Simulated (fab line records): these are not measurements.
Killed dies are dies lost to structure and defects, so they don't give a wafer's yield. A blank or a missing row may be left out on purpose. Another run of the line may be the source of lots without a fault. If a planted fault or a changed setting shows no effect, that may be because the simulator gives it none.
Chamber matching / flow n5-finfet / 4 sister chambers for N5_STI_FIN_REVEAL_ALD_00 on ald-sin-03
The step deposits SiO2, target thk 1 nm, pulse time 1 s. 16 wafers are shown with their chamber, then 8 later ones without.

## EACH WAFER AND ITS CHAMBER
wafer=L074.1; chamber=0; heater-power-w (W)=446; precursor-pulse-height-rel=1.029
wafer=L074.2; chamber=1; heater-power-w (W)=437; precursor-pulse-height-rel=1.001
wafer=L074.4; chamber=2; heater-power-w (W)=428; precursor-pulse-height-rel=1.010
wafer=L076.1; chamber=3; heater-power-w (W)=522; precursor-pulse-height-rel=0.954
wafer=L076.2; chamber=2; heater-power-w (W)=442; precursor-pulse-height-rel=0.990
wafer=L076.4; chamber=1; heater-power-w (W)=455; precursor-pulse-height-rel=0.983
wafer=L081.2; chamber=1; heater-power-w (W)=440; precursor-pulse-height-rel=1.015
wafer=L081.3; chamber=2; heater-power-w (W)=440; precursor-pulse-height-rel=1.024
wafer=L081.6; chamber=1; heater-power-w (W)=445; precursor-pulse-height-rel=0.965
wafer=L083.1; chamber=2; heater-power-w (W)=442; precursor-pulse-height-rel=1.007
wafer=L083.2; chamber=3; heater-power-w (W)=521; precursor-pulse-height-rel=0.968
wafer=L083.5; chamber=0; heater-power-w (W)=435; precursor-pulse-height-rel=1.021
wafer=L084.2; chamber=3; heater-power-w (W)=519; precursor-pulse-height-rel=1.021
wafer=L084.4; chamber=0; heater-power-w (W)=446; precursor-pulse-height-rel=1.003
wafer=L084.5; chamber=2; heater-power-w (W)=441; precursor-pulse-height-rel=0.991
wafer=L089.3; chamber=1; heater-power-w (W)=444; precursor-pulse-height-rel=0.998

SIGNATURES, as means of the wafers listed above
reading=heater-power-w; chamber 0=442.33; chamber 1=444.20; chamber 2=438.60; chamber 3=520.67; scatter within a chamber=5.88
reading=precursor-pulse-height-rel; chamber 0=1.01767; chamber 1=0.99240; chamber 2=1.00440; chamber 3=0.98100; scatter within a chamber=0.0206
Rule: a wafer's distance from a chamber is the root of the sum, over the readings, of the square of ((its reading less the chamber's mean) divided by the reading's scatter). If the next closest chamber is less than 2 further off than the closest, the wafer can't be placed; otherwise it belongs to the closest. The scatter: take each reading less its chamber's mean, square it, sum over the shown wafers, divide by the number of wafers less the number of chambers, and take the root.

## WAFERS WITHOUT THEIR CHAMBER
wafer=L089.4; heater-power-w (W)=436; precursor-pulse-height-rel=1.019
wafer=L089.6; heater-power-w (W)=442; precursor-pulse-height-rel=0.993
wafer=L096.2; heater-power-w (W)=454; precursor-pulse-height-rel=1.029
wafer=L096.4; heater-power-w (W)=457; precursor-pulse-height-rel=1.007
wafer=L096.6; heater-power-w (W)=447; precursor-pulse-height-rel=0.996
wafer=L097.2; heater-power-w (W)=446; precursor-pulse-height-rel=0.993
wafer=L097.3; heater-power-w (W)=453; precursor-pulse-height-rel=0.992
wafer=L097.4; heater-power-w (W)=522; precursor-pulse-height-rel=0.982

## EACH ONE'S CHAMBER
wafer=L089.4; from the rows above=can't be placed: 2 or 0 or 1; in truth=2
wafer=L089.6; from the rows above=can't be placed: 1 or 2 or 0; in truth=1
wafer=L096.2; from the rows above=can't be placed: 0 or 1 or 2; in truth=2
wafer=L096.4; from the rows above=can't be placed: 1 or 0 or 2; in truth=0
wafer=L096.6; from the rows above=can't be placed: 1 or 0 or 2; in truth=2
wafer=L097.2; from the rows above=can't be placed: 1 or 0 or 2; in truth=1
wafer=L097.3; from the rows above=can't be placed: 1 or 0 or 2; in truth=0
wafer=L097.4; from the rows above=3; in truth=3
Correct placement for 1 of the 8. Can't be placed from these rows: 7 (the true chamber is among the candidates in 7). Placed wrongly: 0.
